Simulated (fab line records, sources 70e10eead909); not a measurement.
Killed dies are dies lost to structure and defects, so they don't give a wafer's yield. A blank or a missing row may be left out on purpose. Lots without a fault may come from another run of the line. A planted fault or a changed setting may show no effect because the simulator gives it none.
Problem report in the 8D (eight disciplines) form, filled by code | flow nand_harc | the parts of the form that need people (team, actions taken, sign-off) are left out

1. THE PROBLEM
killed_at_array at NHARC_END_SORT_01 reads a mean of 671 on 3 wafers of 2 lots; wafers without a fault read 56 with a standard deviation of 19. That is +32 standard deviations from the usual mean.
First seen on wafer L453.4, day 32 01:19, on prober-01. The record holds 6 wafers of 2 lots with a number at this step. Rule for "out", or "out of limits": more than 4 standard deviations from the usual mean. The other wafers with a number count as sound.

2. WHAT IT IS AND WHAT IT IS NOT
question                    | is                           | is not
which readings at this step | killed_at_array, killed_dies | killed_at_other, killed_at_periphery, killed_open, killed_short
which lots                  | L453, L458                   | -
which wafers of those lots  | L453.4, L453.6, L458.5       | L453.2, L458.1, L458.3
read on which gauges        | prober-01, prober-02         | -
when                        | from day 32 01:19            | up to then (1 sound wafer); but 2 sound wafers of L458 came after

3. SUSPECTS, AND WHAT RULES EACH OUT
Counting: a tool at a process step up to the reading stays a suspect if it ran every lot that is out. Sound lots after the first of them don't rule it out here, since some wafers of a struck lot are sound.
- the gauge at NHARC_END_SORT_01: ruled out. The wafers that are out were read on 2 gauges (prober-01, prober-02).
- rie_diel-04 at NHARC_A_CONTACT_ETCH_102 (etches the open film in CF4/O2, target depth 100 nm, overetch 10 nm, time 55 s): kept. It ran every lot that is out, first L453 (day 29 04:29). Its own readings are out on those wafers: run_length_s.
- Within rie_diel-04 at NHARC_A_CONTACT_ETCH_102: the wafers that are out ran in chamber 1; their sound lot-mates ran in chambers 0, 2.
Left after counting: rie_diel-04 at NHARC_A_CONTACT_ETCH_102.

4. THE CAUSE (what the simulator had put in)
Process parameter drift: rie_diel-04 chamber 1, from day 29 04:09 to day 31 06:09, at NHARC_A_CONTACT_ETCH_102. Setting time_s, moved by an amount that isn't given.
Counting left only this tool.

5. THE CHAIN OF EFFECTS, in route order
Each row: a reading whose mean over the struck wafers that have a number lies more than 3 standard deviations from the usual. Only readings for which the record gives a usual standard deviation are gone through. hours: the time from each lot's start at the first step in this table that gives one to its start at this step, as a median over the lots. sigmas: the change in usual standard deviations.
hours | step                     | reading         | usual  | on struck wafers | change | sigmas
0     | NHARC_A_CONTACT_ETCH_102 | run_length_s    | 76.2 s | 67.7             | -8.5   | -15
71    | NHARC_END_SORT_01        | killed_at_array | 56     | 671              | +615   | +32
71    | NHARC_END_SORT_01        | killed_dies     | 61     | 677              | +616   | +32
The process steps in it:
- NHARC_A_CONTACT_ETCH_102: etches the open film in CF4/O2, target depth 100 nm, overetch 10 nm, time 55 s.
Readings that are blank on the struck wafers while sound wafers have them: rf_fwd_power_W at NHARC_A_CONTACT_ETCH_102.

6. WHAT WOULD HAVE CAUGHT IT SOONER
In this record the first reading out of limits at a measuring or inspecting step was taken at day 32 01:19, 69 hours after the fault began at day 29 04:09.
The tool's own readings at NHARC_A_CONTACT_ETCH_102 were out on every struck wafer that the step has a row for (run_length_s): an alarm limit on them would have fired on the first of those.
All the lots that are out (2) had begun NHARC_A_CONTACT_ETCH_102 on rie_diel-04 by day 32 01:19. A hold on the tool at that time would have spared none of them.
